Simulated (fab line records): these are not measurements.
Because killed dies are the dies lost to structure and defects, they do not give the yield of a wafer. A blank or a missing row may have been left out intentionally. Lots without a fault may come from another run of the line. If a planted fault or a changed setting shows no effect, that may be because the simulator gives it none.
Lot-split experiment -- flow n5Finfet -- 21 wafers read across 7 lots, on a route 1938 steps long

THE SPLIT ITSELF
At N5_PMOS_HMC_CHANNEL_EPI_HM_DEP_34 (deposits SiO2 from TEOS/O2, target thk 36 nm, time 6.9 s), the setting timeS was moved away from the recipe's 6.9 s on 9 of the 21 wafers read, by -11.4% to +12.9%. All remaining wafers had this setting at the recipe value.

FROM THE SPLIT TO THE READING: what the file shows between them, 8 steps
- N5_PMOS_HMC_CHANNEL_EPI_COAT_03: resist thk 205 nm (also split here: spinRpm)
- N5_PMOS_HMC_CHANNEL_EPI_EBR_05
- N5_PMOS_HMC_CHANNEL_EPI_SOFTBAKE_04: time 60 s
- N5_PMOS_HMC_CHANNEL_EPI_DESCUM_14: chemistry O2, time 7.9 s
- N5_PMOS_HMC_CHANNEL_EPI_ETCH_32: etches BARC in N2/H2, stops on SiO2, target depth 85.8 nm, time 50.3 s
- N5_PMOS_HMC_CHANNEL_EPI_HM_OPEN_15: chemistry CHF3/O2, target SiO2, target depth 40.6 nm, time 20.3 s
- N5_PMOS_HMC_CHANNEL_EPI_STRIP_33: strips in N2/H2
- N5_PMOS_HMC_CHANNEL_EPI_STRIP_17: strips in SPM, time 750 s

THE READING
SiO2_of_PMOS_HMC_CHANNEL_EPI_HM_DEP_34.thkNm (the simulator's own value, which no gauge read), in nm, at N5_PMOS_HMC_CHANNEL_EPI_ETCH_38 (etches SiO2 in CF4, target depth 1.5 nm). The file gives no usual value for it. Here, 12 wafers ran the recipe; their average is 34.57 nm with a standard deviation of 0.61 nm.

wafer,"tool, chamber at the split","timeS as run, s",against the recipe,"SiO2_of_PMOS_HMC_CHANNEL_EPI_HM_DEP_34.thkNm, nm",against lot-mates on the recipe
L081.1,"pecvd-01, 1",7.227,+4.7%,36.13,+0.70
L081.3,"pecvd-01, 2",7.227,+4.7%,36.83,+1.40
L081.6,"pecvd-01, 2",6.9,recipe,35.43,-
L084.4,"pecvd-03, 1",7.79,+12.9%,38.96,+4.15
L084.5,"pecvd-03, 0",6.9,recipe,34.61,-
L084.6,"pecvd-03, 2",6.9,recipe,35.02,-
L087.1,"pecvd-02, 0",6.9,recipe,33.59,-
L087.4,"pecvd-02, 2",6.9,recipe,34.94,-
L087.5,"pecvd-02, 1",6.11,-11.4%,30.23,-4.04
L088.2,"pecvd-03, 0",7.452,+8.0%,36.39,no lot-mate on the recipe
L088.5,"pecvd-03, 2",7.452,+8.0%,37.43,no lot-mate on the recipe
L088.6,"pecvd-03, 1",7.452,+8.0%,37.1,no lot-mate on the recipe
L089.3,"pecvd-03, 2",6.9,recipe,35.11,-
L089.5,"pecvd-03, 0",6.9,recipe,35.07,-
L089.6,"pecvd-03, 1",6.9,recipe,34.73,-
L095.1,"pecvd-03, 0",6.9,recipe,33.94,-
L095.3,"pecvd-03, 1",6.9,recipe,33.4,-
L095.6,"pecvd-03, 2",6.9,recipe,34.63,-
L097.1,"pecvd-01, 1",6.9,recipe,34.37,-
L097.5,"pecvd-01, 2",6.619,-4.1%,33.9,-0.47
L097.6,"pecvd-01, 0",6.619,-4.1%,34.34,-0.03

FIT RESULTS
A straight line over all 21 wafers: SiO2_of_PMOS_HMC_CHANNEL_EPI_HM_DEP_34.thkNm changes by +0.324 nm for each +1% of timeS; r = +0.94; the points scatter about the line by 0.63 nm.
The same after taking each lot's own level away (the mean of its wafers on the recipe; 18 wafers): +0.297 nm for each +1%; r = +0.94; scatter 0.54 nm.
According to that fit, moving timeS by its largest amount changes the reading by 3.8 nm.
The span of the lots' own levels, 33.990 to 35.430 nm, comes to 2.4 times the standard deviation stated above.
The two slopes are in agreement: the lot-to-lot level therefore moves the slope only a little.
Check: for one of the wafers moved furthest among these (+12.9%), held out of the fit, the line's prediction against its lot-mates is +3.63 nm. It came out at +4.15 nm against them.

OTHER SPLITS APPLIED TO THESE WAFERS
Note: prior to the reading, these wafers also went through further splits. Each is held against what the fit with the lots' levels taken away leaves over:
other split on the same wafers,wafers away from the commonest value,r with SiO2_of_PMOS_HMC_CHANNEL_EPI_HM_DEP_34.thkNm (lot level and that fit taken away)
N5_ZERO_LAYER_COAT_05 spinRpm,5,+0.13
N5_ZERO_LAYER_DEVELOP_10 developTimeS,3,+0.06
N5_PMOS_HMC_CHANNEL_EPI_COAT_03 spinRpm,3,+0.07

THE WHOLE CHAIN: every reading that the file lists as answering this split, in the file's order
step,what it does,reading,change (the file's fit),r (the file's)
N5_PMOS_HMC_CHANNEL_EPI_HM_DEP_34,"deposits SiO2 from TEOS/O2, target thk 36 nm, time 6.9 s","SiO2_of_PMOS_HMC_CHANNEL_EPI_HM_DEP_34.thkNm (the simulator's own value, which no gauge read)",+0.316 nm for each +1% of the setting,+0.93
N5_PMOS_HMC_CHANNEL_EPI_ETCH_38,"etches SiO2 in CF4, target depth 1.5 nm","SiO2_of_PMOS_HMC_CHANNEL_EPI_HM_DEP_34.thkNm (the simulator's own value, which no gauge read)",+0.314 nm for each +1% of the setting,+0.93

THE FILE'S OWN FIT
SiO2_of_PMOS_HMC_CHANNEL_EPI_HM_DEP_34.thkNm changes by +0.314 nm for each +1% of timeS, r = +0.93.
